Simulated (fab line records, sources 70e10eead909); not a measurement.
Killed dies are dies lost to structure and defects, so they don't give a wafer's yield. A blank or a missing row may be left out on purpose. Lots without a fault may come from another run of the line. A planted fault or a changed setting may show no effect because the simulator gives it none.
Which tool did it? | flow nand_harc | 14 lots, 42 wafers sampled, at 4 steps of a route of 1302

WHAT THE GAUGES READ, wafer by wafer
NHARC_A_SLIT_CD_MEAS_09: target cd 300 nm. Usual: cd_nm 299.9 nm, standard deviation 0.46.
lot  | measured     | on        | cd_nm (nm)        | flag
L919 | day 19 15:52 | cd_sem-01 | 299.9 299.4 299.3 |
L920 | day 20 15:43 | cd_sem-03 | 300.4 300.0 300.4 |
L923 | day 21 05:12 | cd_sem-02 | 299.4 300.5 299.8 |
L921 | day 21 05:22 | cd_sem-02 | 300.5 299.6 300.7 |
L922 | day 21 15:05 | cd_sem-03 | 299.6 300.1 301.0 |
L924 | day 22 01:16 | cd_sem-01 | 299.5 299.3 299.2 |
L926 | day 23 01:47 | cd_sem-01 | 299.6 299.0 299.9 |
L927 | day 23 01:46 | cd_sem-03 | 299.7 299.6 300.4 |
L929 | day 23 13:32 | cd_sem-01 | 300.4 300.0 300.3 |
L934 | day 25 02:46 | cd_sem-02 | 299.7 300.3 300.4 |
L933 | day 25 01:53 | cd_sem-02 | 300.4 300.2 300.2 |
L935 | day 26 00:07 | cd_sem-01 | 300.7 300.3 300.0 |
L941 | day 28 12:02 | cd_sem-03 | 300.6 300.1 300.2 |
L942 | day 28 18:35 | cd_sem-03 | 299.6 299.9 300.8 |

NHARC_A_SLIT_OVL_MEAS_10. Usual: overlay_x_nm -0.2 nm, standard deviation 0.74; overlay_y_nm 0.0 nm, standard deviation 0.79.
lot  | measured     | on         | overlay_x_nm (nm) | overlay_y_nm (nm) | flag
L919 | day 19 15:58 | overlay-01 | 0.4 0.0 0.3       | 1.1 0.9 0.7       |
L920 | day 20 15:49 | overlay-01 | -0.8 -1.1 -0.7    | -1.1 -0.6 -0.9    |
L923 | day 21 05:18 | overlay-02 | -0.5 -0.4 -0.4    | -0.8 0.1 -0.4     |
L921 | day 21 05:28 | overlay-01 | 0.6 0.5 0.6       | 0.0 -0.1 0.2      |
L922 | day 21 15:10 | overlay-02 | -0.3 -0.8 -0.8    | 1.3 1.1 1.4       |
L924 | day 22 01:21 | overlay-01 | -0.7 -0.2 -0.2    | 0.8 0.6 0.5       |
L926 | day 23 01:53 | overlay-01 | -1.3 -0.5 -0.3    | 0.1 0.5 -0.3      |
L927 | day 23 01:51 | overlay-01 | -1.4 -2.3 -1.4    | -0.3 -0.2 -0.4    |
L929 | day 23 13:38 | overlay-01 | -0.5 0.2 0.3      | -0.2 -0.2 -1.0    |
L934 | day 25 02:51 | overlay-02 | 0.4 0.3 0.3       | -1.6 -2.2 -1.7    |
L933 | day 25 01:58 | overlay-01 | -0.5 0.4 -0.4     | -0.7 -0.8 -1.0    |
L935 | day 26 00:12 | overlay-02 | -0.5 -0.4 -0.4    | -0.8 -0.6 0.2     |
L941 | day 28 12:07 | overlay-02 | 0.1 0.7 0.0       | 0.4 -0.1 0.5      |
L942 | day 28 18:40 | overlay-02 | 0.9 1.2 1.3       | 0.5 0.7 0.3       |

WHICH TOOL RAN EACH LOT (tool, then ch and the chambers of the sampled wafers, then the start)
lot  | NHARC_A_SGD_CUT_CMP_21        | NHARC_A_SLIT_SOFTBAKE_04
L919 | cmp-03 ch 2,3, day 19 09:17   | litho_track-06 ch 0, day 19 15:00
L920 | cmp-04 ch 0,1,2, day 20 09:49 | litho_track-06 ch 0, day 20 15:00
L923 | cmp-03 ch 1,2, day 20 23:34   | litho_track-01 ch 0, day 21 04:00
L921 | cmp-04 ch 0,2, day 20 23:35   | litho_track-06 ch 0, day 21 04:00
L922 | cmp-04 ch 1,2,3, day 21 08:22 | litho_track-06 ch 0, day 21 14:00
L924 | cmp-03 ch 1,2,3, day 21 16:53 | litho_track-06 ch 0, day 22 00:00
L926 | cmp-03 ch 0,2,3, day 22 20:07 | litho_track-04 ch 0, day 23 01:00
L927 | cmp-04 ch 0,1,2, day 22 20:09 | litho_track-04 ch 0, day 23 01:00
L929 | cmp-03 ch 0,2,3, day 23 07:59 | litho_track-06 ch 0, day 23 13:00
L934 | cmp-04 ch 0,1,3, day 24 20:23 | litho_track-06 ch 0, day 25 02:00
L933 | cmp-03 ch 0,2,3, day 24 20:26 | litho_track-04 ch 0, day 25 01:00
L935 | cmp-04 ch 0,1,2, day 25 18:34 | litho_track-01 ch 0, day 25 23:00
L941 | cmp-03 ch 0,2, day 28 02:41   | litho_track-06 ch 0, day 28 11:00
L942 | cmp-03 ch 2,3, day 28 12:44   | litho_track-06 ch 0, day 28 18:00
- NHARC_A_SGD_CUT_CMP_21: polishes, target thk 148.19 nm.
- NHARC_A_SLIT_SOFTBAKE_04: time 55 s.

WHAT THE TOOLS THEMSELVES READ (means of the sampled wafers that have a number; where no wafer has one, the mark that the record gives instead)
NHARC_A_SGD_CUT_CMP_21. Usual: motor_current_A 12.2 A, standard deviation 1.2; time_to_endpoint_s 51 s, standard deviation 3.1.
lot  | tool   | motor_current_A (A) | time_to_endpoint_s (s) | flag
L919 | cmp-03 | 12.5                | 50                     |
L920 | cmp-04 | 11.7                | 50                     |
L923 | cmp-03 | 12.3                | 51                     |
L921 | cmp-04 | 13.3                | 50                     |
L922 | cmp-04 | 12.8                | 53                     |
L924 | cmp-03 | 12.0                | 50                     |
L926 | cmp-03 | 12.4                | 52                     |
L927 | cmp-04 | 11.5                | 53                     |
L929 | cmp-03 | 12.4                | 49                     |
L934 | cmp-04 | 11.7                | 52                     |
L933 | cmp-03 | 12.4                | 49                     |
L935 | cmp-04 | 11.7                | 50                     |
L941 | cmp-03 | 11.8                | 47                     |
L942 | cmp-03 | 12.3                | 51                     |

NHARC_A_SLIT_SOFTBAKE_04. Usual: heater_power_total_W 188.45 W, standard deviation 0.15.
lot  | tool           | heater_power_total_W (W) | flag
L919 | litho_track-06 | 188.48                   |
L920 | litho_track-06 | 188.46                   |
L923 | litho_track-01 | 188.47                   |
L921 | litho_track-06 | 188.47                   |
L922 | litho_track-06 | 188.33                   |
L924 | litho_track-06 | 188.69                   |
L926 | litho_track-04 | 188.41                   |
L927 | litho_track-04 | 188.37                   |
L929 | litho_track-06 | 188.41                   |
L934 | litho_track-06 | 188.29                   |
L933 | litho_track-04 | 188.44                   |
L935 | litho_track-01 | 188.63                   |
L941 | litho_track-06 | 193.17                   | OFF
L942 | litho_track-06 | 193.19                   | OFF

THE ANSWER, worked out from the rows above alone
Rule: a lot is off if the mean of its wafers that have a number lies more than 3 standard deviations from the usual mean. A lot without any number at a reading at which 4 lots or more have one is off too. The other lots that the step has rows for count as sound. The gauges are gone through in route order, then the tools' own readings, and for those a lot's mean is taken as printed above. The first step at which some lot is off is used, and at that step the reading that is off furthest; a lot without a number counts as furthest.
Off: L941, L942, at NHARC_A_SLIT_SOFTBAKE_04 (heater_power_total_W).
A tool fits if, at that step or a process step before it, it ran every lot that is off, and no sound lot after the first of them. Can't be told from this: 2 tools fit, cmp-03 at NHARC_A_SGD_CUT_CMP_21, litho_track-06 at NHARC_A_SLIT_SOFTBAKE_04.

WHAT THE SIMULATOR HAD PUT IN
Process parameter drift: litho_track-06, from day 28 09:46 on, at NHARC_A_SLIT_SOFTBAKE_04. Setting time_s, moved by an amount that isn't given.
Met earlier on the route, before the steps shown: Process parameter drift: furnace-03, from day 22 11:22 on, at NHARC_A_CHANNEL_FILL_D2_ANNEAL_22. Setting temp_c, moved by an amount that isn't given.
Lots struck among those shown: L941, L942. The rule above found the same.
